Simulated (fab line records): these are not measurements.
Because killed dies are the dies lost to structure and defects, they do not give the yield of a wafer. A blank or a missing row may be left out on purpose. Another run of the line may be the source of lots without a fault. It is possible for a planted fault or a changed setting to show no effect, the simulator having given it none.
Problem report, 8D (eight disciplines) form, completed by code || flow nandHarc || the parts of the form that need people (team, actions taken, sign-off) are left out

== 1. PROBLEM STATEMENT ==
VT_DECK1_TOP_INNER at NHARC_END_WLT_00 reads a mean of 0.984 on 3 wafers of 1 lot; wafers without a fault read 0.899 with a standard deviation of 0.0077. That is +11 standard deviations from the usual mean.
First seen on wafer L361.2, day 22 04:16, on prober-02. Wafers with a number at this step in the record: 30, from 10 lots. By rule, "out" or "out of limits" means more than 4 standard deviations away from the usual mean. The other wafers with a number count as sound.

== 2. WHAT IT IS AND WHAT IT IS NOT ==
{"question": "which readings at this step", "is": "VT_DECK1_TOP_INNER, VT_DECK1_BOTTOM, VT_DECK1_BOTTOM_INNER, VT_DECK1_MEDIAN_NEAR_BOTTOM, VT_DECK1_MEDIAN_NEAR_BOTTOM_INNER, VT_DECK1_MIDDLE, VT_DECK1_MIDDLE_INNER, VT_DECK1_TOP", "is not": "-"}
{"question": "which lots", "is": "L361", "is not": "L350, L352, L353, L357, L359, L360, L364, L370, L372"}
{"question": "which wafers of those lots", "is": "all that have a number", "is not": "-"}
{"question": "read on which gauges", "is": "prober-02", "is not": "prober-01"}
{"question": "when", "is": "from day 22 04:16", "is not": "up to then (18 sound wafers); but 9 sound wafers of L364, L370, L372 came after"}

== 3. THE SUSPECTS, EACH WITH WHAT RULES IT OUT ==
Counting: any tool at a process step up to the reading is kept as a suspect provided that every lot that is out went through it and no sound lot did after the first of them.
- the gauge at NHARC_END_WLT_00: kept. All the wafers that are out were read on prober-02, and no step on other tools shows them out.
- rieDiel-01 at NHARC_A_CHANNEL_HOLE_D1_ETCH_44 (etches the open film in CF4/O2, target depth 140 nm, overetch 14 nm, time 77 s): kept. It ran the lot that is out, L361 (day 11 18:32), and no sound lot after that; its last sound lot up to then is L359 (day 11 03:35).
- rieDiel-04 at NHARC_A_CHANNEL_FILL_D1_STRIP_28 (strips in O2, time 20 s): ruled out as a lasting fault. The sound lots L372 went through it after L361, its earliest lot that is out (day 12 18:26).
- lpcvdPoly-04 at NHARC_A_CHANNEL_FILL_D1_CVD_05 (deposits poly-Si, target thk 5 nm): kept. It ran the lot that is out, L361 (day 12 20:49), and no sound lot after that; its last sound lot up to then is L359 (day 12 08:09).
Left after counting: rieDiel-01 at NHARC_A_CHANNEL_HOLE_D1_ETCH_44, lpcvdPoly-04 at NHARC_A_CHANNEL_FILL_D1_CVD_05, prober-02 at NHARC_END_WLT_00.

== 4. THE CAUSE (what the simulator had put in) ==
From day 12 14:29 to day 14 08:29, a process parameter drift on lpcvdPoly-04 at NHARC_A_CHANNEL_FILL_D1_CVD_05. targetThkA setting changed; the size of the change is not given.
Counting leaves 3 suspects; this tool is one of them.

== 5. THE CHAIN OF EFFECTS, in route order ==
Rows list readings where the struck wafers' mean (over those with a number) sits beyond 3 standard deviations from the usual. Readings are gone through only where the record gives a usual standard deviation; hours: the median, over the lots, of the time from a lot's start at the first step in this table giving one to that lot's start at this step; sigmas: the change measured in usual standard deviations.
{"hours": 0, "step": "NHARC_END_WLT_00", "reading": "VT_DECK1_BOTTOM", "usual": 0.873, "on struck wafers": 0.945, "change": "+0.072", "sigmas": "+9.2"}
{"hours": 0, "step": "NHARC_END_WLT_00", "reading": "VT_DECK1_BOTTOM_INNER", "usual": 0.873, "on struck wafers": 0.950, "change": "+0.077", "sigmas": "+10"}
{"hours": 0, "step": "NHARC_END_WLT_00", "reading": "VT_DECK1_MEDIAN_NEAR_BOTTOM", "usual": 0.875, "on struck wafers": 0.954, "change": "+0.079", "sigmas": "+10"}
{"hours": 0, "step": "NHARC_END_WLT_00", "reading": "VT_DECK1_MEDIAN_NEAR_BOTTOM_INNER", "usual": 0.874, "on struck wafers": 0.954, "change": "+0.080", "sigmas": "+10"}
{"hours": 0, "step": "NHARC_END_WLT_00", "reading": "VT_DECK1_MIDDLE", "usual": 0.887, "on struck wafers": 0.969, "change": "+0.082", "sigmas": "+11"}
{"hours": 0, "step": "NHARC_END_WLT_00", "reading": "VT_DECK1_MIDDLE_INNER", "usual": 0.888, "on struck wafers": 0.967, "change": "+0.079", "sigmas": "+10"}
{"hours": 0, "step": "NHARC_END_WLT_00", "reading": "VT_DECK1_TOP", "usual": 0.899, "on struck wafers": 0.979, "change": "+0.080", "sigmas": "+11"}
{"hours": 0, "step": "NHARC_END_WLT_00", "reading": "VT_DECK1_TOP_INNER", "usual": 0.899, "on struck wafers": 0.984, "change": "+0.085", "sigmas": "+11"}

== 6. WHAT WOULD HAVE CAUGHT IT SOONER ==
The first out-of-limits reading at a measuring or inspecting step in this record came at day 22 04:16, 230 hours after the fault's start at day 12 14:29.
Of the tool readings at NHARC_A_CHANNEL_FILL_D1_CVD_05 for which the record gives a usual standard deviation, none was out on any struck wafer, so an alarm limit of 4 standard deviations on them would not have fired.
Each of the lots that are out, 1 in all, had begun NHARC_A_CHANNEL_FILL_D1_CVD_05 on lpcvdPoly-04 no later than day 22 04:16. A hold on the tool at that time would have spared none of them.
